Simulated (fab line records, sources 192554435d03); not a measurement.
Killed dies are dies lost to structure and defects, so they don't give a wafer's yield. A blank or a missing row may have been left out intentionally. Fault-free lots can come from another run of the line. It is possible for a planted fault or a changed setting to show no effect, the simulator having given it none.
A struck lot beside a sound one -- flow n5-finfet -- 14 out of 1938 route steps
Sound: these wafers, L689.4, L689.5, L689.6. The struck wafers were L698.3, L698.4, L698.6. At the end, the cause is stated.
At each step with rows: each side's tool, then ch and its chambers, then its first start. Under that, the readings that differ: sound wafers -- struck wafers -- difference of the means -- sigmas: that difference in standard deviations of wafers without a fault.
alike: words and numbers the same on both sides, and readings whose means are apart by under 2 such deviations; not compared: readings that were withheld, readings missing a value for some wafer, numbers with overlapping values and no deviation given by the record, and bounds like >300 which may hide the same value.
The two part at a step that has a row with sigmas, a row that says differs or no value, or rows on one side only. Non-overlapping numbers with no deviation appear without sigmas and do not part them. A reading missing from all wafers of one side parts the sides only when that side holds two or more wafers.

N5_MIM_TOP_LITHO_CD_MEAS_08: the cd target is 2000 nm.
  sound on cd-sem-02 ch 0, day 13 16:08; struck on cd-sem-02 ch 0, day 15 18:00
  alike: cd-nm
N5_MIM_TOP_LITHO_OVL_MEAS_11:
  sound on overlay-02 ch 0, day 13 16:10; struck on overlay-02 ch 0, day 15 18:02
  alike: MIM_TOP_OVL
N5_MIM_TOP_LITHO_INSPECT_12: inspects for defects (macro).
  struck on defect-inspect-02, day 15 18:03; sound on defect-inspect-01, day 13 16:11
  alike: raw-defect-count
N5_MIM_TOP_LITHO_DESCUM_10: chemistry O2, time 7.9 s.
  sound on rie-diel-02 ch 1,2,3, day 13 16:21; struck on rie-diel-01 ch 0,1, day 15 18:05
  alike: drypump-motor-current-A, oes-product-au, rf-vpp-V, showerhead-plenum-p-Torr, throttle-valve-pct
  not compared: rf-hours-counter-h
N5_MIM_TOP_ETCH_ETCH_00: etches TiN in Cl2/BCl3, target depth 38.5 nm.
  sound on rie-metal-03 ch 0,1, day 13 16:26; struck on rie-metal-03 ch 0, day 15 18:18
  alike: drypump-motor-current-A, oes-product-au, throttle-valve-pct
  not compared: rf-hours-counter-h
N5_MIM_TOP_ETCH_STRIP_01: strips in O2.
  sound on rie-diel-03 ch 0,2,3, day 13 16:32; struck on rie-diel-04 ch 0,1,2, day 15 18:29
  alike: drypump-motor-current-A, oes-product-au, rf-vpp-V, showerhead-plenum-p-Torr, throttle-valve-pct
  not compared: rf-hours-counter-h
N5_MIM_TOP_ETCH_PECVD_03: deposits SiNx from SiH4/NH3/N2, target thk 20 nm, time 17.6 s.
  sound on pecvd-03 ch 0,1,2, day 13 16:38; struck on pecvd-01 ch 0,1,2, day 15 18:33
  alike: heater-power-w, showerhead-plenum-p-Torr, showerhead-vpp-V, throttle-valve-pct
then, 5 steps without rows for these wafers: N5_MIM_BOT_LITHO_HMDS_01 (time 60 s); N5_MIM_BOT_LITHO_COAT_02; N5_MIM_BOT_LITHO_EBR_04; N5_MIM_BOT_LITHO_SOFTBAKE_03 (time 90 s); N5_MIM_BOT_LITHO_EXPOSE_05 (exposes mask MIM BOT).
N5_MIM_BOT_LITHO_PEB_06:
  struck on litho-track-02, day 15 18:55; sound on litho-track-02 ch 0, day 13 16:58
reading,sound,struck,difference,sigmas
exhaust-pa (Pa),44.3 43.4 43.2,- - -,no value on the struck wafers,
  not compared: chill-plate-temp-C, resist-line-temp-C
then, 1 step without rows for these wafers: N5_MIM_BOT_LITHO_DEVELOP_07 (develop time 60 s).

## WHERE THEY PART
Within this record, at N5_MIM_BOT_LITHO_PEB_06 only.

WHY: what had been put in by the simulator
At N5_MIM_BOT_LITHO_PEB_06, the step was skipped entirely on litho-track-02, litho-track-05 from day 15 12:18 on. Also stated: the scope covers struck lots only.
